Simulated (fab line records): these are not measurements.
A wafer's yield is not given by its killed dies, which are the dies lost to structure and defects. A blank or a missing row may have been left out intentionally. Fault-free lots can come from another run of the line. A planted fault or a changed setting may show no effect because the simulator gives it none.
Which tool is to blame? + flow nand harc + 13 lots with 37 wafers sampled at 5 steps, on a route of 1302 steps

WHAT EACH GAUGE READ, for each wafer
NHARC_A_CHANNEL_HOLE_D1_CD_MEAS_30. Usual: cd nm at 90.1 nm, with a standard deviation of 1.2.
| lot  | measured     | on        | cd nm (nm)     | flag |
|------|--------------|-----------|----------------|------|
| L112 | day 9 01:33  | cd sem-03 | 91.9 91.1 91.3 |      |
| L111 | day 9 02:28  | cd sem-02 | 90.2 90.9 88.4 |      |
| L114 | day 10 00:51 | cd sem-02 | 90.1 89.6 88.9 |      |
| L116 | day 10 21:35 | cd sem-01 | 91.5 89.0 88.3 |      |
| L118 | day 11 19:22 | cd sem-02 | 90.5 89.3 89.4 |      |
| L119 | day 12 13:25 | cd sem-01 | 89.3 89.4 89.7 |      |
| L122 | day 13 03:21 | cd sem-01 | 89.2 89.3 88.9 |      |
| L121 | day 13 05:59 | cd sem-02 | 89.5 87.8 89.4 |      |
| L123 | day 13 15:03 | cd sem-01 | 90.3 90.1 91.0 |      |
| L126 | day 14 15:24 | cd sem-02 | 90.5 90.9 91.3 |      |
| L125 | day 14 16:25 | cd sem-03 | 91.7 89.2 91.4 |      |
| L130 | day 16 21:03 | cd sem-01 | 89.4 91.0      |      |
| L133 | day 17 19:03 | cd sem-02 | 91.0 89.5      |      |

NHARC_END_SORT_01. Usual: killed at array 62, standard deviation 22; killed at other 1.0, standard deviation 1.4; killed at periphery 4.2, standard deviation 2.8; killed dies 67, standard deviation 23; killed open 3.1, standard deviation 1.7; killed short 2.1, standard deviation 1.5.
| lot  | measured     | on        | killed at array | killed at other | killed at periphery | killed dies | killed open | killed short | flag |
|------|--------------|-----------|-----------------|-----------------|---------------------|-------------|-------------|--------------|------|
| L130 | day 33 05:56 | prober-02 | 52              | 1               | 3                   | 56          | 4           | 4            |      |

WHICH TOOL RAN EACH LOT (tool, then ch and the chambers of the sampled wafers, then the start)
| lot  | NHARC_A_CHANNEL_HOLE_D1_ETCH_24  | NHARC_A_CHANNEL_FILL_D1_ALD_02   | NHARC_A_CHANNEL_FILL_D1_ALD_16   |
|------|----------------------------------|----------------------------------|----------------------------------|
| L112 | har etch-02 ch 0,1, day 8 22:25  | ald hk-03 ch 0,2,3, day 9 02:04  | ald hk-01 ch 2,3, day 9 14:11    |
| L111 | har etch-01 ch 0,1, day 8 22:53  | ald hk-01 ch 0,3, day 9 02:53    | ald hk-01 ch 0,1,2, day 9 14:36  |
| L114 | har etch-01 ch 0,1, day 9 21:27  | ald hk-01 ch 0,1,2, day 10 01:37 | ald hk-03 ch 0,1,2, day 10 14:41 |
| L116 | har etch-02 ch 0, day 10 18:08   | ald hk-02 ch 1,2,3, day 10 21:57 | ald hk-01 ch 0,1,3, day 11 10:32 |
| L118 | har etch-02 ch 0,1, day 11 16:07 | ald hk-02 ch 2,3, day 11 19:45   | ald hk-01 ch 1,3, day 12 07:58   |
| L119 | har etch-02 ch 0,1, day 12 10:02 | ald hk-03 ch 1,2,3, day 12 13:56 | ald hk-01 ch 0,1,2, day 13 02:40 |
| L122 | har etch-01 ch 0,1, day 13 00:14 | ald hk-01 ch 1,2, day 13 03:49   | ald hk-02 ch 0,1,2, day 13 16:00 |
| L121 | har etch-02 ch 0,1, day 13 02:32 | ald hk-02 ch 2,3, day 13 06:26   | ald hk-02 ch 0,1,3, day 13 16:07 |
| L123 | har etch-01 ch 0,1, day 13 11:40 | ald hk-02 ch 0,1,2, day 13 15:26 | ald hk-03 ch 0,3, day 14 03:45   |
| L126 | har etch-02 ch 0,1, day 14 12:01 | ald hk-02 ch 0,3, day 14 15:53   | ald hk-01 ch 0,1, day 15 03:59   |
| L125 | har etch-01 ch 0,1, day 14 12:56 | ald hk-02 ch 0,2,3, day 14 17:39 | ald hk-03 ch 0,1,2, day 15 03:59 |
| L130 | har etch-01 ch 0, day 16 17:49   | ald hk-02 ch 0,2, day 16 21:40   | ald hk-01 ch 1,3, day 17 09:56   |
| L133 | har etch-02 ch 1, day 17 15:40   | ald hk-02 ch 1,2, day 17 19:26   | ald hk-02 ch 1,3, day 18 09:43   |
- NHARC_A_CHANNEL_HOLE_D1_ETCH_24: etches the open film in C4F8/O2/Ar, time 906.2 s, target depth 1500 nm.
- NHARC_A_CHANNEL_FILL_D1_ALD_02: deposits SiO2, target thk 6 nm, pulse time 10 s, ald cycles 60.
- NHARC_A_CHANNEL_FILL_D1_ALD_16: deposits SiO2, target thk 1.5 nm, pulse time 10 s, ald cycles 15.

AS READ BY THE TOOLS THEMSELVES (means over the sampled wafers that have a number; for cases with no such wafer, the mark the record gives instead)
NHARC_A_CHANNEL_HOLE_D1_ETCH_24. Usual: drypump motor current A 5.4 A, standard deviation 0.51; mfc ar sccm 375.2 sccm, standard deviation 0.91; o2 flow sccm 31.18 sccm, standard deviation 0.088; oes air line au 0.996 a.u., standard deviation 0.021; showerhead plenum p Torr 3.61 Torr, standard deviation 0.12; throttle valve pct 32.235 %, standard deviation 0.0082.
| lot  | tool        | drypump motor current A (A) | mfc ar sccm (sccm) | o2 flow sccm (sccm) | oes air line au (a.u.) | showerhead plenum p Torr (Torr) | throttle valve pct (%) | flag |
|------|-------------|-----------------------------|--------------------|---------------------|------------------------|---------------------------------|------------------------|------|
| L112 | har etch-02 | 4.9                         | 374.7              | 31.14               | 1.001                  | 3.66                            | 32.245                 |      |
| L111 | har etch-01 | 5.9                         | 375.3              | 31.17               | 1.008                  | 3.65                            | 32.233                 |      |
| L114 | har etch-01 | 6.0                         | 375.3              | 31.22               | 1.000                  | 3.68                            | 32.234                 |      |
| L116 | har etch-02 | 5.0                         | 375.6              | 31.22               | 1.026                  | 3.75                            | 32.227                 |      |
| L118 | har etch-02 | 4.9                         | 375.4              | 31.16               | 0.995                  | 3.64                            | 32.231                 |      |
| L119 | har etch-02 | 4.9                         | 375.5              | 31.34               | 0.984                  | 3.54                            | 32.235                 |      |
| L122 | har etch-01 | 6.0                         | 375.5              | 31.25               | 0.980                  | 3.66                            | 32.234                 |      |
| L121 | har etch-02 | 4.9                         | 375.0              | 31.23               | 1.018                  | 3.53                            | 32.235                 |      |
| L123 | har etch-01 | 5.9                         | 375.1              | 31.16               | 1.001                  | 3.65                            | 32.242                 |      |
| L126 | har etch-02 | 5.0                         | 374.9              | 31.15               | 1.007                  | 3.62                            | 32.239                 |      |
| L125 | har etch-01 | 5.9                         | 374.7              | 31.11               | 0.991                  | 3.60                            | 32.236                 |      |
| L130 | har etch-01 | 6.0                         | 375.4              | 31.16               | 0.992                  | 3.67                            | 32.249                 |      |
| L133 | har etch-02 | 4.8                         | 374.4              | 31.16               | 0.994                  | 3.93                            | 32.233                 |      |

NHARC_A_CHANNEL_FILL_D1_ALD_02. Usual: heater power w 472 W, standard deviation 40; precursor pulse height rel 1.001, standard deviation 0.019.
| lot  | tool      | heater power w (W) | precursor pulse height rel | flag |
|------|-----------|--------------------|----------------------------|------|
| L112 | ald hk-03 | 423                | 1.015                      |      |
| L111 | ald hk-01 | 458                | 1.000                      |      |
| L114 | ald hk-01 | 420                | 1.003                      |      |
| L116 | ald hk-02 | 490                | 0.983                      |      |
| L118 | ald hk-02 | 500                | 0.999                      |      |
| L119 | ald hk-03 | 457                | 1.006                      |      |
| L122 | ald hk-01 | 436                | 0.998                      |      |
| L121 | ald hk-02 | 486                | 1.019                      |      |
| L123 | ald hk-02 | 502                | 0.969                      |      |
| L126 | ald hk-02 | 524                | 0.983                      |      |
| L125 | ald hk-02 | 510                | 0.997                      |      |
| L130 | ald hk-02 | 513                | 0.993                      |      |
| L133 | ald hk-02 | 488                | 1.000                      |      |

NHARC_A_CHANNEL_FILL_D1_ALD_16. Usual: heater power w 455 W, standard deviation 38; precursor pulse height rel 1.001, standard deviation 0.02.
| lot  | tool      | heater power w (W) | precursor pulse height rel | flag |
|------|-----------|--------------------|----------------------------|------|
| L112 | ald hk-01 | 459                | 0.990                      |      |
| L111 | ald hk-01 | 423                | 0.996                      |      |
| L114 | ald hk-03 | 455                | 0.996                      |      |
| L116 | ald hk-01 | 441                | 0.997                      |      |
| L118 | ald hk-01 | 444                | 0.985                      |      |
| L119 | ald hk-01 | 432                | 1.017                      |      |
| L122 | ald hk-02 | 498                | 1.005                      |      |
| L121 | ald hk-02 | 509                | 0.992                      |      |
| L123 | ald hk-03 | 408                | 0.987                      |      |
| L126 | ald hk-01 | 415                | 1.000                      |      |
| L125 | ald hk-03 | 456                | 0.996                      |      |
| L130 | ald hk-01 | 448                | 1.012                      |      |
| L133 | ald hk-02 | 487                | 0.998                      |      |

THE ANSWER, worked out from the rows above alone
Rule: a lot is off if the mean of its wafers that have a number lies more than 3 standard deviations from the usual mean. A lot without any number at a reading at which 4 lots or more have one is off too. Where the step has rows for the other lots, those lots are counted as sound. The gauges are gone through in route order, then the tools' own readings, and for those a lot's mean is taken as printed above. The first step at which some lot is off is used, and at that step the reading that is off furthest; a lot without a number counts as furthest.
No lot is off on any of the readings shown, so nothing can be concluded from this.

WHAT THE SIMULATOR HAD INSERTED
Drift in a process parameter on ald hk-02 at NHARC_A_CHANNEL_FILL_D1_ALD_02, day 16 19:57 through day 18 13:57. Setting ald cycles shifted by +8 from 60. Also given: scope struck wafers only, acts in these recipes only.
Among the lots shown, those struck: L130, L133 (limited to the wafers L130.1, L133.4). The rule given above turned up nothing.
